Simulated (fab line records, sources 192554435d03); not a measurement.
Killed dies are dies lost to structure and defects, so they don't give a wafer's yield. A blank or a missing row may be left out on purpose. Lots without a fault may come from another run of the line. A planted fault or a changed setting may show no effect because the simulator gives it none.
fab line records | flow n5_finfet | part 1 of 2: steps 1 to 23 of 28
record lots=5 wafers=15 last_day=18
route steps=1938 shown HKMG_FIN@412
lots that met no fault: from a run of the same line without faults
start_h: hours from the record's first day to the start of the lot's first wafer shown | wait_h: hours since the lot's step before | " the same as in the row above | L1.1+2: a row that stands for several wafers | - no value, or no start given | * or withheld: withheld | < > ~ a bound
route shown NAME@n: a module of which the file shows steps, and the number in the route of the first | usual: mean/standard deviation of fault-free wafers | same: alike in all rows | chamber/n: place in a boat | sites: the reading at each site | _std_site: their standard deviation | _edge_site: outer sites' mean less inner sites' | radius_mm: how far each site lies from the wafer's centre | mask NAME#n: copy n | behind: the tool/chamber that last shaped the wafer | hold: why the lot was held/for how many hours/how that ended | device: the transistor (n, p or np) that didn't switch | end of line: the same wafers' tests at the end of the route | a step without rows: its recipe alone | killed: dies lost to structure and defects at the first sort, not the wafer's yield | map: a wafer's dies, x killed, . not, _ none there
set.NAME: the setting as run; set.NAME@STEP: as run at that earlier step | model.NAME: the simulator's own value behind a step, which no gauge read
lots at some steps of the route; a table a step, a row a wafer
services: from which hour (start_h, from the record's first day; less than 0 if before it) a tool's chamber was out of use, for how many hours, and why
## steps
# step N5_HKMG_FIN_ALD_79
# recipe material=TiN target_thk_a=15 temp_c=400 ald_precursor_family=TiCl4 ald_co_reactant=NH3 pulse_time_s=1 purge_time_s=3 co_reactant_purge_time_s=2 co_reactant_pulse_time_s=2 ald_cycles=68 pressure_torr=3
# usual heater_power_w=843/79 precursor_pulse_height_rel=0.998/0.021
# columns lot.wafer tool chamber start_h wait_h heater_power_w precursor_pulse_height_rel since_wet_clean_h
L075.2 ald_metal-02 0 76.64 0.0 794 0.980 1278
L075.3 " 1 " " 903 0.978 1278
L075.4 " 2 " " 812 0.999 1278
L079.1 ald_metal-04 2 100.89 0.0 765 1.002 4379
L079.5 " 3 " " 881 0.971 -
L079.6 " 0 " " 810 0.946 -
L084.2 ald_metal-02 0 134.16 0.0 809 0.986 1335
L084.3 " 2 " " 814 0.996 1335
L084.6 " 0 " " 810 1.070 -
L086.2 ald_metal-03 1 144.97 0.0 999 1.039 2885
L086.3 " 0 " " 701 1.011 2885
L086.6 " 1 " " 1013 1.023 -
L096.3 ald_metal-04 0 204.67 0.0 794 1.007 4483
L096.4 " 2 " " 769 0.992 4483
L096.6 " 2 " " 755 1.001 -
# step N5_HKMG_FIN_CVD_62
# recipe material=a-Si target_thk_a=30 temp_c=500 precursor=Si2H6 pressure_torr=1 time_s=20.8
# usual heater_power_w=1488/140
# columns lot.wafer tool chamber start_h wait_h heater_power_w since_wet_clean_h
L075.2 thermal_cvd_si-01 0 77.00 0.2 1248 132
L075.3 " 1 " " 1428 132
L075.4 " 1 " " 1416 -
L079.1 thermal_cvd_si-01 1 101.25 0.2 1462 156
L079.5 " 0 " " 1241 -
L079.6 " 2 " " 1556 -
L084.2 thermal_cvd_si-02 0 134.53 0.2 1544 918
L084.3 " 1 " " 1725 918
L084.6 " 1 " " 1724 -
L086.2 thermal_cvd_si-02 1 145.34 0.2 1724 929
L086.3 " 2 " " 1494 929
L086.6 " 0 " " 1562 -
L096.3 thermal_cvd_si-01 2 205.03 0.2 1549 260
L096.4 " 0 " " 1250 -
L096.6 " 1 " " 1466 -
# step N5_HKMG_FIN_RTA_80
# recipe temp_c=withheld time_s=2 ambient=N2 idle_temp_c=600 ramp_up_c_per_s=150 ramp_down_c_per_s=60 cool_to_c=600
# columns lot.wafer tool chamber start_h wait_h
L075.2+3+4 rtp_anneal-01 0 77.15 0.1
L079.1+5+6 rtp_anneal-01 0 101.39 0.1
L084.2+3+6 rtp_anneal-02 0 134.70 0.1
L086.2+3+6 rtp_anneal-02 0 145.49 0.1
L096.3+4+6 rtp_anneal-01 0 205.21 0.1
# step N5_HKMG_FIN_PRECLEAN_64
# recipe chemistry=dHF time_s=30 temp_c=25 dilution=withheld
# columns lot.wafer tool chamber start_h wait_h
L075.2+3+4 wet_bench-04 5,1,6 77.28 0.1
L079.1+5+6 wet_bench-04 4,6,5 101.53 0.1
L084.2+3+6 wet_bench-04 3,0,4 134.83 0.1
L086.2+3+6 wet_bench-02 3,1,2 145.62 0.1
L096.3+4+6 wet_bench-02 3,7,0 205.31 0.1
# step N5_HKMG_FIN_WET_ETCH_65
# recipe chemistry=TMAH temp_c=70 conc_wt_pct=5 target=a-Si stop_on=TiN time_s=49 target_depth_nm=3
# usual bath_heat_duty_pct=13.3/1.2 conc_wt_pct=5.00/0.052
# columns lot.wafer tool chamber start_h wait_h bath_heat_duty_pct conc_wt_pct
L075.2 wet_bench-04 5 77.29 0.0 13.1 5.00
L075.3 " 1 " " 12.9 4.98
L075.4 " 6 " " 14.1 4.97
L079.1 wet_bench-04 4 101.54 0.0 12.7 4.97
L079.5 " 6 " " 14.4 5.03
L079.6 " 5 " " 12.2 4.90
L084.2 wet_bench-04 3 134.84 0.0 11.6 5.04
L084.3 " 0 " " 15.0 5.01
L084.6 " 4 " " 12.5 5.05
L086.2 wet_bench-02 3 145.63 0.0 11.6 5.06
L086.3 " 1 " " 13.6 4.97
L086.6 " 2 " " 11.0 4.93
L096.3 wet_bench-02 3 205.32 0.0 11.5 4.91
L096.4 " 7 " " 13.9 4.94
L096.6 " 0 " " 13.5 5.03
# step N5_HKMG_FIN_WET_ETCH_81
# recipe chemistry=SC1 target=TiN stop_on=HfO2 mix=1:1:5 temp_c=60 time_s=57 target_depth_nm=6
# usual bath_heat_duty_pct=10.0/0.98
# columns lot.wafer tool chamber start_h wait_h bath_heat_duty_pct
L075.2 wet_bench-04 5 77.30 0.0 10.2
L075.3 " 1 " " 8.9
L075.4 " 6 " " 10.5
L079.1 wet_bench-04 4 101.56 0.0 8.7
L079.5 " 6 " " 10.2
L079.6 " 5 " " 10.1
L084.2 wet_bench-04 3 134.85 0.0 10.0
L084.3 " 0 " " 10.9
L084.6 " 4 " " 9.6
L086.2 wet_bench-02 3 145.64 0.0 8.6
L086.3 " 1 " " 9.8
L086.6 " 2 " " 8.8
L096.3 wet_bench-02 3 205.34 0.0 9.6
L096.4 " 7 " " 10.5
L096.6 " 0 " " 11.2
# step N5_HKMG_FIN_WET_ETCH_82
# recipe chemistry=dHCl mix=1:10000 temp_c=25 target=La2O3 stop_on=HfO2 target_depth_nm=2 dry=ipa_marangoni rinse_time_s=30 rinse_temp_c=23
# usual bath_heat_duty_pct=6.2/0.67
# columns lot.wafer tool chamber start_h wait_h bath_heat_duty_pct
L075.2 wet_bench-04 5 77.34 0.0 5.8
L075.3 " 1 " " 6.4
L075.4 " 6 " " 7.0
L079.1 wet_bench-04 4 101.59 0.0 5.0
L079.5 " 6 " " 7.5
L079.6 " 5 " " 5.4
L084.2 wet_bench-04 3 134.89 0.0 5.7
L084.3 " 0 " " 6.6
L084.6 " 4 " " 4.7
L086.2 wet_bench-02 3 145.67 0.0 4.5
L086.3 " 1 " " 6.5
L086.6 " 2 " " 6.2
L096.3 wet_bench-02 3 205.37 0.0 5.6
L096.4 " 7 " " 6.0
L096.6 " 0 " " 6.4
# step N5_HKMG_FIN_ALD_36
# recipe material=TiN target_thk_a=10 temp_c=400 ald_precursor_family=TiCl4 ald_co_reactant=NH3 pulse_time_s=1 purge_time_s=3 co_reactant_purge_time_s=2 co_reactant_pulse_time_s=2 ald_cycles=47 pressure_torr=3
# usual heater_power_w=850/82 precursor_pulse_height_rel=1.001/0.021
# columns lot.wafer tool chamber start_h wait_h heater_power_w precursor_pulse_height_rel since_wet_clean_h
L075.2 ald_metal-03 3 77.40 0.0 928 1.050 2817
L075.3 " 0 " " 719 1.015 2817
L075.4 " 2 " " 831 0.980 2817
L079.1 ald_metal-02 0 101.66 0.0 810 0.992 1303
L079.5 " 0 " " 811 1.031 -
L079.6 " 1 " " 878 0.979 -
L084.2 ald_metal-04 2 134.95 0.0 772 1.009 4413
L084.3 " 0 " " 791 0.981 4413
L084.6 " 2 " " 781 1.007 -
L086.2 ald_metal-02 2 145.73 0.0 813 1.045 1347
L086.3 " 3 " " 794 0.975 1347
L086.6 " 0 " " 797 1.028 -
L096.3 ald_metal-02 0 205.43 0.0 815 1.021 1407
L096.4 " 1 " " 893 1.012 1407
L096.6 " 0 " " 830 1.009 -
# step N5_HKMG_FIN_THK_MEAS_70
# recipe thk_meas_gauge=xrf reads=HfO2_of_HKMG_FIN_HK_ALD_01
# usual HK_THK=1.585/0.022
# columns lot.wafer tool chamber start_h wait_h HK_THK[nm]
L075.2 film_metro-02 - 77.68 0.2 1.614
L075.3 " - " " 1.591
L075.4 " - " " 1.586
L079.1 film_metro-02 - 101.94 0.2 1.583
L079.5 " - " " 1.564
L079.6 " - " " 1.567
L084.2 film_metro-01 - 135.23 0.2 1.592
L084.3 " - " " 1.576
L084.6 " - " " 1.588
L086.2 film_metro-02 - 146.01 0.2 1.607
L086.3 " - " " 1.575
L086.6 " - " " 1.644
L096.3 film_metro-01 - 205.71 0.2 1.578
L096.4 " - " " 1.581
L096.6 " - " " 1.574
# step N5_HKMG_FIN_PWFM_ALD_03
# recipe material=TiN target_thk_a=20 temp_c=400 ald_precursor_family=TiCl4 ald_co_reactant=NH3 pulse_time_s=1 purge_time_s=3 co_reactant_purge_time_s=2 co_reactant_pulse_time_s=2 ald_cycles=91 pressure_torr=3
# usual heater_power_w=854/85 precursor_pulse_height_rel=0.997/0.02
# columns lot.wafer tool chamber start_h wait_h heater_power_w precursor_pulse_height_rel since_wet_clean_h
L075.2 ald_metal-04 2 77.72 0.0 791 1.008 4356
L075.3 " 1 " " 968 1.001 4356
L075.4 " 0 " " 787 0.963 4356
L079.1 ald_metal-03 2 102.06 0.1 826 1.006 2842
L079.5 " 0 " " 714 0.997 -
L079.6 " 1 " " 1020 0.959 -
L084.2 ald_metal-04 2 135.27 0.0 758 0.963 4414
L084.3 " 1 " " 955 0.988 4414
L084.6 " 2 " " 768 0.997 -
L086.2 ald_metal-04 0 146.05 0.0 807 1.020 4424
L086.3 " 1 " " 952 1.018 4424
L086.6 " 1 " " 959 1.009 -
L096.3 ald_metal-03 3 205.75 0.0 946 0.991 2946
L096.4 " 1 " " 984 1.000 2946
L096.6 " 2 " " 822 0.990 -
# step N5_HKMG_FIN_COAT_29
# recipe resist=SOC temp_c=250 time_s=60 spin_rpm=1500 resist_thk_nm=300
# usual dispense_pressure_kPa=45/3.2 plate_temp_C=249.98/0.17
# columns lot.wafer tool chamber start_h wait_h dispense_pressure_kPa plate_temp_C
L075.2 litho_track-02 0 78.19 0.2 42 250.29
L075.3 " 0 " " 42 249.97
L075.4 " 0 " " 42 249.72
L079.1 litho_track-01 0 102.52 0.2 48 250.15
L079.5 " 0 " " 48 250.46
L079.6 " 0 " " 48 249.99
L084.2 litho_track-02 0 135.74 0.2 42 249.79
L084.3 " 0 " " 42 250.10
L084.6 " 0 " " 42 249.75
L086.2 litho_track-02 0 146.52 0.2 42 250.14
L086.3 " 0 " " 42 250.28
L086.6 " 0 " " 42 250.09
L096.3 litho_track-02 0 206.22 0.2 42 250.00
L096.4 " 0 " " 42 250.09
L096.6 " 0 " " 42 249.95
# step N5_HKMG_FIN_COAT_30
# recipe resist=SiARC temp_c=220 time_s=60 spin_rpm=1500 resist_thk_nm=35
# usual dispense_pressure_kPa=45/3.2 plate_temp_C=220.00/0.17
# columns lot.wafer tool chamber start_h wait_h dispense_pressure_kPa plate_temp_C
L075.2 litho_track-02 0 - - 42 220.16
L075.3 " 0 " " 42 220.21
L075.4 " 0 " " 42 219.96
L079.1 litho_track-01 0 - - 48 219.94
L079.5 " 0 " " 48 219.98
L079.6 " 0 " " 48 219.89
L084.2 litho_track-02 0 - - 42 219.97
L084.3 " 0 " " 42 220.08
L084.6 " 0 " " 42 220.01
L086.2 litho_track-02 0 - - 42 220.11
L086.3 " 0 " " 42 220.09
L086.6 " 0 " " 42 219.88
L096.3 litho_track-02 0 - - 42 219.90
L096.4 " 0 " " 42 219.84
L096.6 " 0 " " 42 219.72
# step N5_HKMG_FIN_COAT_06
# recipe resist=CAR-ArF spin_rpm=1500 resist_thk_nm=90
# usual dispense_pressure_kPa=45/3.2
# columns lot.wafer tool chamber start_h wait_h dispense_pressure_kPa
L075.2 litho_track-02 0 - - 42
L075.3 " 0 " " 42
L075.4 " 0 " " 42
L079.1 litho_track-01 0 - - 48
L079.5 " 0 " " 48
L079.6 " 0 " " 48
L084.2 litho_track-02 0 - - 42
L084.3 " 0 " " 42
L084.6 " 0 " " 42
L086.2 litho_track-02 0 - - 42
L086.3 " 0 " " 42
L086.6 " 0 " " 42
L096.3 litho_track-02 0 - - 42
L096.4 " 0 " " 42
L096.6 " 0 " " 42
# step N5_HKMG_FIN_EBR_08
# recipe solvent=PGMEA ebr_width_mm=1.5
# columns lot.wafer tool chamber start_h wait_h
L075.2+3+4 litho_track-02 0 - -
L079.1+5+6 litho_track-01 0 - -
L084.2+3+6 litho_track-02 0 - -
L086.2+3+6 litho_track-02 0 - -
L096.3+4+6 litho_track-02 0 - -
# step N5_HKMG_FIN_SOFTBAKE_07
# recipe temp_c=110 time_s=60 resist=CAR-ArF
# usual plate_temp_C=109.98/0.12
# columns lot.wafer tool chamber start_h wait_h plate_temp_C
L075.2 litho_track-02 0 - - 110.02
L075.3 " 0 " " 109.94
L075.4 " 0 " " 109.86
L079.1 litho_track-01 0 - - 110.08
L079.5 " 0 " " 110.07
L079.6 " 0 " " 109.99
L084.2 litho_track-02 0 - - 109.94
L084.3 " 0 " " 109.88
L084.6 " 0 " " 109.93
L086.2 litho_track-02 0 - - 109.75
L086.3 " 0 " " 109.81
L086.6 " 0 " " 109.87
L096.3 litho_track-02 0 - - 109.91
L096.4 " 0 " " 109.87
L096.6 " 0 " " 110.03
# step N5_HKMG_FIN_EXPOSE_09
# recipe mask_id=NWFM na=1.35 source_shape=conventional sigma_outer=0.8 polarization=unpolarized dose_mj=39.25
# usual focus_offset_nm=0.1/0.54
# same na=1.35
# columns lot.wafer tool chamber start_h wait_h mask focus_offset_nm
L075.2 arfi_scanner-02 0 78.44 - NWFM#0 -0.5
L075.3 " 0 " " NWFM#0 -0.7
L075.4 " 0 " " NWFM#0 -1.0
L079.1 arfi_scanner-02 0 102.64 - NWFM#0 -0.6
L079.5 " 0 " " NWFM#0 -0.9
L079.6 " 0 " " NWFM#0 -0.9
L084.2 arfi_scanner-02 0 135.86 - NWFM#0 -1.1
L084.3 " 0 " " NWFM#0 -0.8
L084.6 " 0 " " NWFM#0 -0.5
L086.2 arfi_scanner-03 0 146.77 - NWFM#0 -0.1
L086.3 " 0 " " NWFM#0 0.2
L086.6 " 0 " " NWFM#0 0.4
L096.3 arfi_scanner-02 0 206.47 - NWFM#0 -0.3
L096.4 " 0 " " NWFM#0 0.3
L096.6 " 0 " " NWFM#0 -0.4
# step N5_HKMG_FIN_PEB_10
# recipe peb_temp_c=withheld peb_time_s=60 resist=CAR-ArF
# columns lot.wafer tool chamber start_h wait_h
L075.2+3+4 litho_track-01 0 78.49 0.0
L079.1+5+6 litho_track-02 0 102.70 0.1
L084.2+3+6 litho_track-01 0 135.91 0.0
L086.2+3+6 litho_track-01 0 146.82 0.0
L096.3+4+6 litho_track-02 0 206.52 0.0
# step N5_HKMG_FIN_DEVELOP_11
# recipe develop_time_s=30 developer=TMAH resist=CAR-ArF dev_temp_c=23 rinse_liquid=diw dry=air_spin
# columns lot.wafer tool chamber start_h wait_h
L075.2+3+4 litho_track-01 0 - -
L079.1+5+6 litho_track-02 0 - -
L084.2+3+6 litho_track-01 0 - -
L086.2+3+6 litho_track-01 0 - -
L096.3+4+6 litho_track-02 0 - -
# step N5_HKMG_FIN_CD_MEAS_12
# recipe target_cd_nm=92.8 landing_energy_ev=500 detector=se_inlens
# usual cd_nm=92.6/0.46
# columns lot.wafer tool chamber start_h wait_h cd_nm
L075.2 cd_sem-03 0 78.56 - 92.8
L075.3 " 0 " " 92.9
L075.4 " 0 " " 93.0
L079.1 cd_sem-02 0 102.77 - 92.7
L079.5 " 0 " " 92.5
L079.6 " 0 " " 92.9
L084.2 cd_sem-01 0 135.98 - 92.0
L084.3 " 0 " " 92.7
L084.6 " 0 " " 92.4
L086.2 cd_sem-01 0 146.89 - 91.7
L086.3 " 0 " " 92.0
L086.6 " 0 " " 91.5
L096.3 cd_sem-01 0 206.59 - 92.1
L096.4 " 0 " " 92.7
L096.6 " 0 " " 92.1
# step N5_HKMG_FIN_OVL_MEAS_13
# recipe points_per_wafer=44
# usual NWFM_OVL=-0.4/0.75
# columns lot.wafer tool chamber start_h wait_h NWFM_OVL[nm]
L075.2 overlay-01 0 78.59 0.0 -0.4
L075.3 " 0 " " 0.3
L075.4 " 0 " " 0.1
L079.1 overlay-02 0 102.80 0.0 1.0
L079.5 " 0 " " -0.5
L079.6 " 0 " " 0.9
L084.2 overlay-02 0 136.01 0.0 0.1
L084.3 " 0 " " 0.1
L084.6 " 0 " " -0.1
L086.2 overlay-02 0 146.92 0.0 -1.3
L086.3 " 0 " " -0.9
L086.6 " 0 " " -1.1
L096.3 overlay-01 0 206.61 0.0 -1.5
L096.4 " 0 " " 0.2
L096.6 " 0 " " -1.2
# step N5_HKMG_FIN_INSPECT_14
# recipe mode=adi inspect_instrument=macro
# usual raw_defect_count=2.0/1.4
# columns lot.wafer tool chamber start_h wait_h raw_defect_count
L075.2 defect_inspect-01 - 78.61 0.0 2
L075.3 " - " " 1
L075.4 " - " " 0
L079.1 defect_inspect-01 - 102.82 0.0 1
L079.5 " - " " 0
L079.6 " - " " 4
L084.2 defect_inspect-01 - 136.04 0.0 2
L084.3 " - " " 2
L084.6 " - " " 2
L086.2 defect_inspect-01 - 146.94 0.0 2
L086.3 " - " " 1
L086.6 " - " " 6
L096.3 defect_inspect-02 - 206.64 0.0 2
L096.4 " - " " 1
L096.6 " - " " 3
# step N5_HKMG_FIN_DESCUM_17
# recipe chemistry=O2 time_s=7.9 source_power_w=50 bias_power_w=20 pressure_mtorr=20 rf_frequency_hz=2.712e+07 temp_c=40 resist=CAR-ArF o2_flow_sccm=225
# usual bias_power_w=20.01/0.061 drypump_motor_current_A=5.8/0.35 oes_product_au=0.80/0.085 rf_vpp_V=243.2/1.6 showerhead_plenum_p_Torr=2.10/0.077 throttle_valve_pct=20.44/0.26
# columns lot.wafer tool chamber start_h wait_h bias_power_w drypump_motor_current_A oes_product_au rf_hours_counter_h rf_vpp_V showerhead_plenum_p_Torr throttle_valve_pct
L075.2 rie_diel-01 3 78.66 0.1 19.96 5.7 0.80 87 240.9 2.03 20.57
L075.3 " 2 " " 20.09 6.2 0.73 172 243.4 2.09 20.32
L075.4 " 0 " " 20.06 6.0 0.85 64 240.9 2.04 20.09
L079.1 rie_diel-04 3 102.86 0.0 19.97 5.7 0.90 12 243.9 2.23 20.47
L079.5 " 3 " " 20.05 5.7 0.90 - 245.2 2.23 20.45
L079.6 " 0 " " 20.01 5.5 0.90 - 241.8 2.05 20.09
L084.2 rie_diel-03 2 136.07 0.0 19.89 5.5 0.79 128 244.4 2.20 20.82
L084.3 " 3 " " 20.03 5.9 0.78 148 241.0 2.01 20.59
L084.6 " 3 " " 20.10 5.9 0.78 - 240.9 2.01 20.57
L086.2 rie_diel-03 0 146.98 0.0 19.98 5.1 0.67 254 242.4 2.05 20.62
L086.3 " 2 " " 20.06 5.5 0.77 133 246.3 2.20 20.83
L086.6 " 3 " " 19.96 5.9 0.76 - 241.0 2.01 20.58
L096.3 rie_diel-03 1 207.07 0.4 19.97 6.3 0.93 18 242.7 2.05 19.99
L096.4 " 0 " " 20.02 5.1 0.94 10 243.6 2.04 20.22
L096.6 " 1 " " 20.04 6.4 0.92 - 242.4 2.05 19.99
# step N5_HKMG_FIN_ETCH_31
# recipe chemistry=CF4 target=SiARC target_depth_a=455 mask_material=CAR-ArF time_s=75.8 ion_energy_ev=80 pressure_mtorr=40 source_w=545 bias_w=36 Ar_flow_sccm=100 cf4_flow_sccm=100 ends=cleared
# usual bias_w=35.99/0.1 drypump_motor_current_A=5.8/0.35 etch_rf_on_time_s=75.7/1.3 oes_product_au=0.68/0.072 rf_vpp_V=184.2/1.2 showerhead_plenum_p_Torr=2.14/0.076 throttle_valve_pct=15.62/0.27
# columns lot.wafer tool chamber start_h wait_h bias_w drypump_motor_current_A etch_rf_on_time_s oes_product_au rf_hours_counter_h rf_vpp_V showerhead_plenum_p_Torr throttle_valve_pct
L075.2 rie_diel-01 3 78.70 0.0 36.15 5.7 74.5 0.70 87 182.4 2.08 15.73
L075.3 " 2 " " 36.06 6.2 78.6 0.62 172 183.1 2.13 15.49
L075.4 " 0 " " 35.78 6.0 76.8 0.74 64 184.7 2.08 15.20
L079.1 rie_diel-04 3 102.89 0.0 36.05 5.7 76.9 0.77 12 185.9 2.28 15.58
L079.5 " 3 " " 36.08 5.7 76.7 0.76 - 185.4 2.28 15.60
L079.6 " 0 " " 36.00 5.5 73.9 0.77 - 185.4 2.10 15.23
L084.2 rie_diel-03 2 136.10 0.0 36.06 5.5 74.7 0.67 128 186.5 2.23 15.92
L084.3 " 3 " " 35.89 5.9 73.1 0.67 148 181.8 2.07 15.81
L084.6 " 3 " " 35.88 5.9 74.5 0.67 - 183.3 2.07 15.81
L086.2 rie_diel-03 0 147.01 0.0 35.99 5.1 77.0 0.57 254 184.3 2.11 15.91
L086.3 " 2 " " 35.97 5.5 75.1 0.66 133 185.5 2.23 15.92
L086.6 " 3 " " 35.96 5.9 75.1 0.66 - 182.6 2.07 15.82
L096.3 rie_diel-03 1 207.11 0.0 35.91 6.4 75.4 0.79 18 182.7 2.10 15.18
L096.4 " 0 " " 36.01 5.1 75.0 0.79 10 184.3 2.10 15.42
L096.6 " 1 " " 35.79 6.3 75.0 0.78 - 183.4 2.10 15.21
